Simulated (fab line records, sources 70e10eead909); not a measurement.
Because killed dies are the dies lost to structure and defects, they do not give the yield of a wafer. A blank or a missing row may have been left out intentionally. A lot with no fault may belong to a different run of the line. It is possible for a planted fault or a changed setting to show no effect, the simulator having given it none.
Chamber matching -- flow nandHarc -- NHARC_A_SGD_CUT_ETCH_58 on rieDiel-06 has 4 sister chambers
The step etches the open film in CF4, target depth 39 nm, time 65 s. 8 wafers are shown with their chamber, then 8 later ones without.

== EACH WAFER AND ITS CHAMBER ==
wafer,chamber,oesProductAu (a.u.),rfVppV (V)
L080.1,0,1.004,150.5
L082.1,3,0.989,151.9
L082.3,0,0.999,148.7
L082.6,1,0.994,150.9
L087.3,2,1.019,150.7
L087.5,2,1.022,149.2
L087.6,3,0.988,152.8
L089.2,1,0.982,151.4

== WAFERS WITH NO CHAMBER GIVEN ==
wafer,oesProductAu (a.u.),rfVppV (V)
L089.3,0.990,152.5
L089.6,0.991,149.8
L094.1,1.006,151.9
L094.2,1.010,148.5
L094.3,1.031,150.0
L097.2,0.990,151.9
L097.3,0.991,150.7
L097.6,0.991,150.1

== CHAMBER TAKEN BY EACH ==
wafer,from the rows above,in truth
L089.3,can't be placed: 3 or 1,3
L089.6,can't be placed: 1 or 0 or 3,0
L094.1,can't be placed: 0 or 3 or 2 or 1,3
L094.2,can't be placed: 0 or 2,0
L094.3,2,2
L097.2,can't be placed: 3 or 1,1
L097.3,can't be placed: 1 or 3 or 0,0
L097.6,can't be placed: 1 or 0 or 3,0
Correctly placed: 1 of 8. Not placeable from these rows: 7 (in 7, the candidates include the true chamber). 0 placed wrongly.
How it was worked out, from the rows above alone: a wafer's distance from a chamber is the root of the sum, over the readings, of the square of ((its reading less the chamber's mean) divided by the reading's scatter). If the next closest chamber is less than 2 further off than the closest, the wafer can't be placed; otherwise it belongs to the closest. A chamber's mean is the mean of its shown wafers. How the scatter is found: for the shown wafers, subtract from each reading the mean of its chamber, square and add these, divide the total by (wafers less chambers), then take the root.
